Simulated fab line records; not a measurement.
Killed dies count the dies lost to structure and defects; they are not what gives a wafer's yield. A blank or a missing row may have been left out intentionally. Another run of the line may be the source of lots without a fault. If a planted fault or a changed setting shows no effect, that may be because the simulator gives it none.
fab line records | flow n5-finfet
record: lots: 5 | wafers: 15 | last-day: 19
route steps=1938 shown BEOL_M10@1518 PASSIVATION@1936
lots untouched by any fault: they come from a run of this same line in which no faults occurred
start-h: the number of hours between the record's first day and the start of the first shown wafer of the lot | wait-h: how many hours have passed since the lot's step before this one | " repeats the value in the row above | L1.1+2: a single row standing in for several wafers | - no value, or no start given | * or withheld: withheld | < > ~ a bound
route shown NAME@n: NAME is a module with steps in the file, n the number in the route of the first one | usual: mean/standard deviation of fault-free wafers | same: alike in all rows | chamber/n: place in a boat | sites: each site's reading | _std_site: their standard deviation | _edge_site: the outer-site mean with the inner-site mean subtracted | radius-mm: how far each site lies from the wafer's centre | mask NAME#n: copy n | behind: the last tool/chamber to shape the wafer | hold: what put the lot on hold/how long, in hours/how the hold closed | device: the transistor (n, p or np) that didn't switch | end of line: tests run on the same wafers once the route is complete | step lacking rows: just its recipe | killed: dies lost to structure and defects at the first sort, not the wafer's yield | map: dies across one wafer; x = killed, . = not, _ = none there
set.NAME: setting as actually run; set.NAME@STEP: the setting as run at that earlier step | model.NAME: the simulator's own value behind a step, which no gauge read
a table for each step, a row for each wafer; lots at some steps of the route
services: from which hour (start-h, from the record's first day; less than 0 if before it) a tool's chamber was out of use, for how many hours, and why
== steps ==
step: N5_BEOL_M10_PRECLEAN_42
recipe: chemistry: residue-remover | time-s: 60 | temp-c: 40
step: N5_BEOL_M10_SRD_43
recipe: time-s: 30 | temp-c: 23 | rinse-liquid: diw | dry: ipa-marangoni
step: N5_BEOL_M10_CD_MEAS_35
recipe: target-cd-nm: 70 | polarity: opening
usual: cd-nm: 70.2/0.66
lot.wafer | tool      | chamber | start-h | wait-h | cd-nm
L300.1    | cd-sem-01 | -       | 257.74  | 0.0    | 70.2
L300.2    | "         | -       | "       | "      | 69.7
L300.6    | "         | -       | "       | "      | 70.4
L307.2    | cd-sem-01 | -       | 291.67  | 0.0    | 70.6
L307.3    | "         | -       | "       | "      | 69.3
L307.6    | "         | -       | "       | "      | 69.5
L312.2    | cd-sem-01 | -       | 334.19  | 0.0    | 69.6
L312.4    | "         | -       | "       | "      | 69.8
L312.6    | "         | -       | "       | "      | 70.0
L316.4    | cd-sem-01 | -       | 370.08  | 0.0    | 70.6
L316.5    | "         | -       | "       | "      | 69.6
L316.6    | "         | -       | "       | "      | 70.8
L320.1    | cd-sem-03 | -       | 392.40  | 0.0    | 71.0
L320.4    | "         | -       | "       | "      | 70.6
L320.6    | "         | -       | "       | "      | 69.7
step: N5_BEOL_M10_CURE_72
recipe: temp-c: 370 | time-s: 120 | ambient: DMADMS/He | material: SiCOH_lowk
usual: lamp-power-pct: 52.31/0.058 | wafer_temp_C_max: 371.7/0.52
lot.wafer | tool       | chamber | start-h | wait-h | lamp-power-pct | wafer_temp_C_max
L300.1    | uv-cure-03 | 1       | 257.78  | 0.0    | 52.35          | 371.3
L300.2    | "          | 1       | "       | "      | 52.41          | 371.8
L300.6    | "          | 1       | "       | "      | 52.33          | 372.0
L307.2    | uv-cure-02 | 1       | 291.76  | 0.1    | 52.34          | 372.0
L307.3    | "          | 1       | "       | "      | 52.31          | 372.1
L307.6    | "          | 1       | "       | "      | 52.36          | 371.3
L312.2    | uv-cure-03 | 1       | 334.28  | 0.1    | 52.25          | 371.2
L312.4    | "          | 1       | "       | "      | 52.30          | 371.1
L312.6    | "          | 1       | "       | "      | 52.33          | 371.4
L316.4    | uv-cure-02 | 1       | 370.27  | 0.2    | 52.27          | 371.4
L316.5    | "          | 1       | "       | "      | 52.36          | 371.6
L316.6    | "          | 1       | "       | "      | 52.31          | 371.2
L320.1    | uv-cure-03 | 0       | 394.12  | 1.7    | 52.36          | 371.3
L320.4    | "          | 0       | "       | "      | 52.28          | 370.9
L320.6    | "          | 0       | "       | "      | 52.39          | 371.3
step: N5_BEOL_M10_DEGAS_44
recipe: ambient: vacuum | temp-c: 250 | time-s: 60
usual: heater-power-w: 341/23
lot.wafer | tool           | chamber | start-h | wait-h | heater-power-w
L300.1    | pvd-sputter-03 | -       | 258.67  | 0.8    | 331
L300.2    | "              | -       | "       | "      | 334
L300.6    | "              | -       | "       | "      | 332
L307.2    | pvd-sputter-03 | -       | 292.03  | 0.2    | 335
L307.3    | "              | -       | "       | "      | 342
L307.6    | "              | -       | "       | "      | 345
L312.2    | pvd-sputter-02 | -       | 334.87  | 0.5    | 320
L312.4    | "              | -       | "       | "      | 338
L312.6    | "              | -       | "       | "      | 337
L316.4    | pvd-sputter-03 | -       | 370.44  | 0.1    | 331
L316.5    | "              | -       | "       | "      | 330
L316.6    | "              | -       | "       | "      | 338
L320.1    | pvd-sputter-01 | -       | 395.56  | 1.4    | 311
L320.4    | "              | -       | "       | "      | 340
L320.6    | "              | -       | "       | "      | 342
step: N5_BEOL_M10_PRE_CLEAN_45
recipe: gas: H2/He | time-s: 30 | temp-c: 250
usual: heater-power-w: 341/23
lot.wafer | tool           | chamber | start-h | wait-h | heater-power-w
L300.1    | pvd-sputter-03 | -       | 258.71  | 0.0    | 324
L300.2    | "              | -       | "       | "      | 323
L300.6    | "              | -       | "       | "      | 324
L307.2    | pvd-sputter-03 | -       | 292.07  | 0.0    | 333
L307.3    | "              | -       | "       | "      | 339
L307.6    | "              | -       | "       | "      | 331
L312.2    | pvd-sputter-02 | -       | 334.91  | 0.0    | 320
L312.4    | "              | -       | "       | "      | 340
L312.6    | "              | -       | "       | "      | 340
L316.4    | pvd-sputter-03 | -       | 370.48  | 0.0    | 331
L316.5    | "              | -       | "       | "      | 327
L316.6    | "              | -       | "       | "      | 336
L320.1    | pvd-sputter-01 | -       | 395.60  | 0.0    | 312
L320.4    | "              | -       | "       | "      | 343
L320.6    | "              | -       | "       | "      | 342
step: N5_BEOL_M10_ALD_74
recipe: material: TaN | target-thk-a: 20 | temp-c: 275 | ald-precursor-family: PDMAT | ald-co-reactant: NH3 | pressure-torr: 3 | carrier-flow-sccm: 1500 | pulse-time-s: 2 | purge-time-s: 3 | co-reactant-purge-time-s: 2 | co-reactant-pulse-time-s: 3 | ald-cycles: 40 | precursor-vessel-temp-c: 75 | precursor-vessel-pressure-torr: 26.25 | precursor-vessel-carrier-sccm: 1000
usual: heater-power-w: 406/43
lot.wafer | tool         | chamber | start-h | wait-h | heater-power-w
L300.1    | ald-metal-04 | 1       | 258.79  | 0.1    | 389
L300.2    | "            | 3       | "       | "      | 368
L300.6    | "            | 0       | "       | "      | 366
L307.2    | ald-metal-03 | 3       | 292.15  | 0.1    | 459
L307.3    | "            | 2       | "       | "      | 426
L307.6    | "            | 0       | "       | "      | 359
L312.2    | ald-metal-02 | 1       | 334.97  | 0.0    | 427
L312.4    | "            | 2       | "       | "      | 453
L312.6    | "            | 3       | "       | "      | 424
L316.4    | ald-metal-04 | 2       | 370.54  | 0.0    | 373
L316.5    | "            | 1       | "       | "      | 355
L316.6    | "            | 2       | "       | "      | 374
L320.1    | ald-metal-04 | 3       | 395.66  | 0.0    | 360
L320.4    | "            | 0       | "       | "      | 342
L320.6    | "            | 0       | "       | "      | 343
step: N5_BEOL_M10_SURFACE_TREAT_76
recipe: gas: Ar | time-s: * | ion-energy-ev: * | ion-current-ma-cm2: 0.5 | pressure-mtorr: * | ar-flow-sccm: 30
step: N5_BEOL_M10_CVD_75
recipe: material: Co | target-thk-a: 20 | temp-c: withheld | precursor: CCTBA/H2 | pressure-torr: 30 | time-s: 138.9
step: N5_BEOL_M10_SPUTTER_48
recipe: material: Cu | target-thk-a: 120 | temp-c: -20 | bias-v: 60 | power-w: 26000 | chamber-pressure-pa: 0.13 | time-s: 2
step: N5_BEOL_M10_ECD_50
recipe: material: Cu | target-thk-a: 3180
step: N5_BEOL_M10_ANNEAL_51
recipe: temp-c: 225 | time-s: 90 | ambient: N2
usual: wafer_temp_C_max: 226.1/0.34
lot.wafer | tool          | chamber | start-h | wait-h | wafer_temp_C_max
L300.1    | rtp-anneal-02 | 0       | 259.99  | 0.5    | 226.3
L300.2    | "             | 0       | "       | "      | 226.6
L300.6    | "             | 0       | "       | "      | 226.5
L307.2    | rtp-anneal-02 | 0       | 294.50  | 0.2    | 226.7
L307.3    | "             | 0       | "       | "      | 226.7
L307.6    | "             | 0       | "       | "      | 225.9
L312.2    | rtp-anneal-01 | 0       | 335.96  | 0.1    | 226.0
L312.4    | "             | 0       | "       | "      | 225.7
L312.6    | "             | 0       | "       | "      | 225.7
L316.4    | rtp-anneal-01 | 0       | 373.10  | 0.2    | 226.1
L316.5    | "             | 0       | "       | "      | 225.9
L316.6    | "             | 0       | "       | "      | 225.9
L320.1    | rtp-anneal-02 | 0       | 396.50  | 0.2    | 226.1
L320.4    | "             | 0       | "       | "      | 226.4
L320.6    | "             | 0       | "       | "      | 226.1
step: N5_BEOL_M10_CMP_52
recipe: stop-on: SiCOH_lowk | t-overpolish-s: 7 | down-force-psi: 1 | platen-rpm: 50 | clearing-platen-down-force-psi: 1.5 | clearing-platen-rpm: 50 | post-cmp-clean: cu-alkaline | target-thk-nm: 140 | clearing-platen-pad-velocity-m-s: 0.99484 | pad-velocity-m-s: 0.99484
usual: barrier-field-endpoint-s: 29.4/0.8 | edge-zone-pressure-frac: 1.000/0.0048 | motor-current-A: 5.7/0.75 | overpolish-run-s: 6.999/0.0089 | pad-life-wafers: 964/520 | time-to-endpoint-s: 67/3.4
lot.wafer | tool   | chamber | start-h | wait-h | barrier-field-endpoint-s | edge-zone-pressure-frac | motor-current-A | overpolish-run-s | pad-life-wafers | time-to-endpoint-s
L300.1    | cmp-01 | 3       | 260.28  | 0.3    | 29.5                     | 1.002                   | 6.3             | 7.007            | 846             | 65
L300.2    | "      | 2       | "       | "      | 31.8                     | 1.009                   | 6.1             | 7.002            | 849             | 76
L300.6    | "      | 0       | "       | "      | 29.6                     | 1.007                   | 6.1             | 6.990            | -               | 65
L307.3    | cmp-02 | 0       | 294.77  | 0.2    | 16.4                     | 0.999                   | 5.6             | 6.988            | 402             | 40
L307.2    | "      | 2       | "       | "      | 16.1                     | 1.006                   | 4.3             | 7.001            | 404             | 39
L307.6    | "      | 1       | "       | "      | 29.2                     | 1.006                   | 5.2             | 7.003            | -               | 66
L312.4    | cmp-04 | 1       | 336.25  | 0.2    | 28.5                     | 1.001                   | 5.3             | 6.977            | 1057            | 68
L312.2    | "      | 2       | "       | "      | 27.9                     | 0.997                   | 7.2             | 7.008            | 1058            | 65
L312.6    | "      | 0       | "       | "      | 30.2                     | 1.003                   | 5.2             | 6.983            | -               | 70
L316.4    | cmp-02 | 2       | 373.33  | 0.2    | 28.8                     | 0.997                   | 4.5             | 6.999            | 1064            | 64
L316.5    | "      | 0       | "       | "      | 29.0                     | 1.007                   | 5.9             | 6.989            | -               | 65
L316.6    | "      | 1       | "       | "      | 28.5                     | 1.003                   | 5.4             | 6.991            | -               | 64
L320.4    | cmp-01 | 0       | 396.82  | 0.1    | 27.5                     | 0.992                   | 6.8             | 6.993            | 1902            | 58
L320.1    | "      | 2       | "       | "      | 28.5                     | 0.996                   | 6.4             | 6.996            | 1904            | 70
L320.6    | "      | 0       | "       | "      | 27.7                     | 0.990                   | 6.3             | 6.992            | -               | 57
step: N5_PASSIVATION_PROBE_49
usual: defect-limited-yield: 91.3/1.4 | killed_at_M0_to_M3: 33/11 | killed_at_M4_up: 15/6.2 | killed-at-contacts: 13/6.5 | killed-at-front-end: 38/11 | killed-at-other: 3.4/2.6 | killed-dies: 102/17 | killed-open: 67/12 | killed-short: 34/7.9 | sort_bin_5_function: 5.1/0.88 | sort_bin_6_memory: 3.3/0.65 | sort-n-pass: 1078/17 | sort-yield-pct: 91.3/1.4
same: gross-dies: 1180 | killed-at-back-side: 0 | sort_bin_4_leakage[%]: 0 | sort_bin_8_speed[%]: 0
lot.wafer | tool      | chamber | start-h | wait-h | defect-limited-yield[%] | killed_at_M0_to_M3 | killed_at_M4_up | killed-at-contacts | killed-at-front-end | killed-at-other | killed-dies | killed-open | killed-short | sort_bin_5_function[%] | sort_bin_6_memory[%] | sort-n-pass | sort-yield-pct[%]
L300.1    | prober-02 | -       | 315.73  | 0.0    | 93.0                    | 24                 | 13              | 10                 | 29                  | 7               | 83          | 53          | 29           | 3.7                    | 3.1                  | 1097        | 93.0
L300.2    | prober-02 | -       | 315.78  | 0.1    | 91.9                    | 33                 | 15              | 14                 | 30                  | 3               | 95          | 72          | 23           | 4.7                    | 3.1                  | 1085        | 91.9
L300.6    | prober-02 | -       | 315.98  | 0.3    | 92.3                    | 26                 | 11              | 12                 | 39                  | 3               | 91          | 62          | 28           | 3.2                    | 4.1                  | 1089        | 92.3
L307.2    | prober-02 | -       | 340.72  | 0.4    | 90.0                    | 49                 | 6               | 11                 | 51                  | 1               | 118         | 76          | 38           | 5.7                    | 3.9                  | 1062        | 90.0
L307.3    | prober-02 | -       | 340.77  | 0.4    | 89.5                    | 52                 | 13              | 1                  | 56                  | 2               | 124         | 78          | 44           | 6.3                    | 3.6                  | 1056        | 89.5
L307.6    | prober-02 | -       | 340.92  | 0.6    | 90.3                    | 57                 | 8               | 4                  | 40                  | 5               | 114         | 69          | 43           | 5.3                    | 4.2                  | 1066        | 90.3
L312.2    | prober-01 | -       | 391.92  | 0.1    | 91.7                    | 31                 | 15              | 8                  | 43                  | 1               | 98          | 67          | 30           | 5.3                    | 2.9                  | 1082        | 91.7
L312.4    | prober-01 | -       | 392.02  | 0.2    | 93.3                    | 19                 | 10              | 8                  | 41                  | 1               | 79          | 47          | 31           | 4.3                    | 2.2                  | 1101        | 93.3
L312.6    | prober-01 | -       | 392.12  | 0.3    | 93.9                    | 23                 | 15              | 8                  | 22                  | 4               | 72          | 55          | 17           | 3.9                    | 2.1                  | 1108        | 93.9
L316.4    | prober-02 | -       | 420.28  | 0.2    | 91.3                    | 32                 | 15              | 17                 | 35                  | 4               | 103         | 59          | 42           | 4.7                    | 3.8                  | 1077        | 91.3
L316.5    | prober-02 | -       | 420.33  | 0.2    | 93.2                    | 21                 | 15              | 13                 | 28                  | 3               | 80          | 54          | 26           | 4.1                    | 2.5                  | 1100        | 93.2
L316.6    | prober-02 | -       | 420.38  | 0.3    | 90.8                    | 28                 | 18              | 21                 | 40                  | 2               | 109         | 67          | 38           | 5.3                    | 3.3                  | 1071        | 90.8
L320.1    | prober-01 | -       | 455.29  | 0.0    | 89.4                    | 45                 | 20              | 11                 | 44                  | 5               | 125         | 87          | 37           | 6.1                    | 4.3                  | 1055        | 89.4
L320.4    | prober-01 | -       | 455.44  | 0.2    | 89.9                    | 36                 | 30              | 8                  | 41                  | 4               | 119         | 94          | 25           | 5.9                    | 4.1                  | 1061        | 89.9
L320.6    | prober-01 | -       | 455.54  | 0.3    | 87.7                    | 38                 | 29              | 19                 | 55                  | 4               | 145         | 86          | 59           | 7.4                    | 4.1                  | 1035        | 87.7
killed by level:class
L300.1 FIN_SAQP:geometric-particle:open=9 FIN_SAQP:geometric-particle:short=8 BEOL_M0_SAQP:geometric-particle:open=7 MOL_CONTACT_COAG:geometric-particle:open=6 BEOL_M0_SAQP:geometric-particle:short=6 GATE_CUT:geometric-particle:short=5 BEOL_M0:geometric-particle:open=4 BEOL_M4:geometric-particle:open=4
L300.2 BEOL_M0_SAQP:geometric-particle:open=14 FIN_SAQP:geometric-particle:open=11 BEOL_M3:geometric-particle:open=11 MOL_CONTACT_COAG:geometric-particle:open=10 FIN_SAQP:geometric-particle:short=6 BEOL_M0_SAQP:geometric-particle:short=5 BEOL_M4:geometric-particle:open=5 MOL_CONTACT_COAG:geometric-particle:short=4
L300.6 FIN_SAQP:geometric-particle:open=16 MOL_CONTACT_COAG:geometric-particle:open=10 BEOL_M0_SAQP:geometric-particle:short=8 FIN_SAQP:geometric-particle:short=7 BEOL_M0_SAQP:geometric-particle:open=7 BEOL_M3:geometric-particle:open=5 STI_FIN_REVEAL:geometric-particle:open=3 GATE_CUT:geometric-particle:short=3
L307.2 FIN_SAQP:geometric-particle:short=14 BEOL_M0_SAQP:geometric-particle:open=13 BEOL_M1:geometric-particle:open=11 BEOL_M0_SAQP:geometric-particle:short=10 MOL_CONTACT_COAG:geometric-particle:open=9 FIN_SAQP:geometric-particle:open=8 BEOL_M3:geometric-particle:open=7 STI_FIN_REVEAL:geometric-particle:open=5
L307.3 BEOL_M3:geometric-particle:open=14 FIN_SAQP:geometric-particle:short=12 FIN_SAQP:geometric-particle:open=12 GATE_CUT:geometric-particle:short=9 BEOL_M0_SAQP:geometric-particle:short=9 BEOL_M1:geometric-particle:open=9 STI_FIN_REVEAL:geometric-particle:open=8 BEOL_M0_SAQP:geometric-particle:open=7
L307.6 BEOL_M0_SAQP:geometric-particle:short=20 BEOL_M0_SAQP:geometric-particle:open=15 FIN_SAQP:geometric-particle:short=10 FIN_SAQP:geometric-particle:open=10 BEOL_M3:geometric-particle:open=10 BEOL_M1:geometric-particle:open=8 STI_FIN_REVEAL:geometric-particle:open=7 MOL_CONTACT_COAG:geometric-particle:open=4
L312.2 STI_FIN_REVEAL:geometric-particle:open=11 FIN_SAQP:geometric-particle:short=7 GATE_CUT:geometric-particle:short=7 MOL_CONTACT_COAG:geometric-particle:open=7 FIN_SAQP:geometric-particle:open=6 BEOL_M0_SAQP:geometric-particle:open=6 BEOL_M1:geometric-particle:open=6 BEOL_M3:geometric-particle:open=6
L312.4 GATE_CUT:geometric-particle:short=11 BEOL_M3:geometric-particle:open=6 MOL_CONTACT_COAG:geometric-particle:open=6 STI_FIN_REVEAL:geometric-particle:open=5 BEOL_M4:geometric-particle:open=5 FIN_SAQP:geometric-particle:short=4 ILD0:geometric-particle:short=4 FIN_SAQP:geometric-particle:open=3
L312.6 MOL_CONTACT_COAG:geometric-particle:open=8 BEOL_M4:geometric-particle:open=7 BEOL_M0_SAQP:geometric-particle:open=6 BEOL_M1:geometric-particle:open=6 STI_FIN_REVEAL:geometric-particle:open=5 BEOL_M5:geometric-particle:open=4 FIN_SAQP:geometric-particle:short=3 BEOL_M0_SAQP:geometric-particle:short=3
L316.4 MOL_CONTACT_COAG:geometric-particle:open=16 FIN_SAQP:geometric-particle:short=13 FIN_SAQP:geometric-particle:open=10 BEOL_M3:geometric-particle:short=8 BEOL_M0_SAQP:geometric-particle:open=4 BEOL_M0_SAQP:geometric-particle:short=4 BEOL_M2:geometric-particle:open=4 BEOL_M4:geometric-particle:open=4
L316.5 MOL_CONTACT_COAG:geometric-particle:open=13 BEOL_M4:geometric-particle:open=8 FIN_SAQP:geometric-particle:short=6 STI_FIN_REVEAL:geometric-particle:open=6 BEOL_M0_SAQP:geometric-particle:short=4 STARTING-WAFER:geometric-particle:short=4 FIN_SAQP:geometric-particle:open=3 STI_FIN_REVEAL:geometric-particle:short=3
L316.6 MOL_CONTACT_COAG:geometric-particle:open=18 FIN_SAQP:geometric-particle:short=13 BEOL_M0_SAQP:geometric-particle:short=8 FIN_SAQP:geometric-particle:open=7 BEOL_M4:geometric-particle:open=7 BEOL_M5:geometric-particle:open=6 BEOL_M0_SAQP:geometric-particle:open=5 STI_FIN_REVEAL:geometric-particle:open=4
L320.1 FIN_SAQP:geometric-particle:open=16 BEOL_M3:geometric-particle:open=14 BEOL_M4:geometric-particle:open=11 BEOL_M2:geometric-particle:open=10 MOL_CONTACT_COAG:geometric-particle:open=9 FIN_SAQP:geometric-particle:short=6 STI_FIN_REVEAL:geometric-particle:open=6 BEOL_M0_SAQP:geometric-particle:open=6
L320.4 BEOL_M4:geometric-particle:open=20 BEOL_M2:geometric-particle:open=11 FIN_SAQP:geometric-particle:open=9 BEOL_M1:geometric-particle:open=9 MOL_CONTACT_COAG:geometric-particle:open=8 STI_FIN_REVEAL:geometric-particle:open=6 DUMMY_GATE:geometric-particle:open=6 FIN_SAQP:geometric-particle:short=5
L320.6 BEOL_M4:geometric-particle:open=18 GATE_CUT:geometric-particle:short=14 MOL_CONTACT_COAG:geometric-particle:open=11 BEOL_M1:geometric-particle:short=9 FIN_SAQP:geometric-particle:short=8 MOL_CONTACT_COAG:geometric-particle:short=8 BEOL_M3:geometric-particle:open=8 BEOL_M0_SAQP:geometric-particle:open=7
== services ==
tool           | chamber | start-h | hours | kind
cmp-02         | -       | 237.45  | 4.0   | pm
rtp-anneal-01  | -       | 244.32  | 0.9   | pm
cmp-02         | -       | 246.51  | 0.8   | repair
cmp-04         | -       | 263.49  | 6.0   | pm
ald-metal-02   | -       | 268.63  | 1.1   | repair
uv-cure-03     | -       | 270.70  | 6.0   | pm
ald-metal-03   | -       | 272.09  | 0.4   | repair
cmp-01         | -       | 273.51  | 0.9   | repair
uv-cure-03     | -       | 277.73  | 9.2   | repair
cmp-02         | -       | 289.29  | 2.2   | repair
ald-metal-02   | -       | 308.73  | 8.7   | pm
ald-metal-04   | -       | 318.09  | 1.4   | repair
cmp-01         | -       | 318.87  | 1.8   | repair
cmp-02         | -       | 319.89  | 0.4   | repair
ald-metal-02   | -       | 325.33  | 2.8   | pm
ald-metal-03   | 3       | 325.61  | 6.2   | repair
ald-metal-04   | -       | 337.48  | 14.0  | pm
cmp-02         | -       | 348.41  | 0.5   | repair
uv-cure-02     | -       | 358.39  | 5.2   | repair
ald-metal-03   | 2       | 368.05  | 7.5   | repair
pvd-sputter-01 | -       | 370.77  | 4.7   | repair
cmp-02         | -       | 373.54  | 8.1   | pm
uv-cure-02     | -       | 384.53  | 23.9  | repair
cmp-01         | -       | 391.69  | 3.3   | repair
== key ==
first-sign: step: N5_BEOL_M10_CMP_52 | reading: barrier-field-endpoint-s | direction: down | sigmas: 16 | usual: 29.4 | struck: 16.3
effect: step: N5_BEOL_M10_CMP_52 | reading: time-to-endpoint-s | direction: down | sigmas: 8.1 | usual: * | struck: *
met-at N5_BEOL_M10_CMP_52
struck-wafers L307.2,L307.3
fault: kind: process-parameter-drift | tool: cmp-02 | chamber: - | onset-h: 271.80 | steps: N5_BEOL_M10_CMP_52 | channel: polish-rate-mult | offset: 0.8 | shape: step | end-h: 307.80 | scope: struck-wafers-only
